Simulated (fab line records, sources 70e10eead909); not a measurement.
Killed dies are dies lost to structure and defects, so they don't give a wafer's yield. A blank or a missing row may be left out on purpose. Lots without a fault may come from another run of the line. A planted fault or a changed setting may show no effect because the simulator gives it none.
A struck lot beside a sound one | flow nand_harc | 15 steps out of a route of 1302
Sound: wafers L404.1, L404.2, L404.3. Struck: wafer L406.1. (L406.2, L406.5 of the same lot were not struck and are left out.) The cause comes at the end.
At each step with rows: each side's tool, then ch and its chambers, then its first start. Under that, the readings that differ: sound wafers | struck wafers | difference of the means | sigmas: that difference in standard deviations of wafers without a fault.
alike: readings whose means differ by less than 2 such deviations, and words and numbers that are the same on both sides. not compared: withheld readings, readings that some wafer has no value for, bounds like >300 that may hide the same value, and numbers for which the record gives no deviation and whose values overlap.
The two part at a step that has a row with sigmas, a row that says differs or no value, or rows on one side only. Numbers that don't overlap but have no deviation are shown without sigmas and don't part them. A reading that every wafer of one side lacks parts them only if that side has two wafers or more.

first, 8 steps without rows for these wafers: NHARC_A_BLC_COAT_02 (time 75 s); NHARC_A_BLC_COAT_03 (time 65 s); NHARC_A_BLC_COAT_04 (resist thk 90 nm); NHARC_A_BLC_SOFTBAKE_05 (time 55 s); NHARC_A_BLC_EBR_06; NHARC_A_BLC_EXPOSE_07 (exposes mask A BLC, target cd 100 nm); NHARC_A_BLC_PEB_08 (peb time 65 s); NHARC_A_BLC_DEVELOP_09 (develop time 35 s).
NHARC_A_BLC_CD_MEAS_10: target cd 100 nm.
  sound on cd_sem-03 ch 0, day 25 08:13; struck on cd_sem-02 ch 0, day 26 04:10
  alike: cd_nm
NHARC_A_BLC_OVL_MEAS_11:
  sound on overlay-02, day 25 08:17; struck on overlay-02, day 26 04:15
  alike: overlay_x_nm, overlay_y_nm
NHARC_A_BLC_INSPECT_12:
  sound on defect_inspect-01, day 25 08:20; struck on defect_inspect-01, day 26 04:17
  alike: raw_defect_count
NHARC_A_BLC_DESCUM_15: chemistry O2, time 3 s.
  sound on rie_diel-04 ch 0,1,3, day 25 08:23; struck on rie_diel-04 ch 3, day 26 04:21
  reading                | sound | struck | difference | sigmas
  rf_hours_counter_h (h) | 2 2 2 | 4      | +2         |
  alike: chamber_pressure_mTorr, drypump_motor_current_A, oes_product_au, rf_vpp_V, showerhead_plenum_p_Torr, throttle_valve_pct
NHARC_A_BLC_ETCH_16: etches the open film in CF4, target depth 39 nm, time 65 s.
  sound on rie_diel-04 ch 1,2,3, day 25 08:29; struck on rie_diel-04 ch 3, day 26 04:27
  reading                | sound          | struck | difference | sigmas
  rf_hours_counter_h (h) | 2 2 2          | 4      | +2         |
  run_length_s (s)       | 85.9 86.1 85.7 | 69.1   | -16.8      | -29
  alike: chamber_pressure_mTorr, drypump_motor_current_A, oes_product_au, rf_vpp_V, showerhead_plenum_p_Torr, throttle_valve_pct
NHARC_A_BLC_ETCH_17: etches the open film in N2/H2, target depth 390 nm, time 609.38 s.
  sound on rie_diel-04 ch 0,2,3; struck on rie_diel-04 ch 2
  reading                | sound | struck | difference | sigmas
  rf_hours_counter_h (h) | 3 2 3 | 4      | +1         |
  alike: chamber_pressure_mTorr, drypump_motor_current_A, oes_product_au, rf_vpp_V, run_length_s, showerhead_plenum_p_Torr, throttle_valve_pct
NHARC_END_SORT_01:
  the record has rows for the struck wafers here (prober-01 ch 0, day 27 19:52) and none for the sound ones

WHERE THEY PART
First at NHARC_A_BLC_ETCH_16; last, within this record, at NHARC_END_SORT_01.

WHY: what the simulator had put in
Process parameter drift: rie_diel-04, from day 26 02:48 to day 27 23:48, at NHARC_A_BLC_ETCH_16. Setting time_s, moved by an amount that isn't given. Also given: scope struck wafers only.
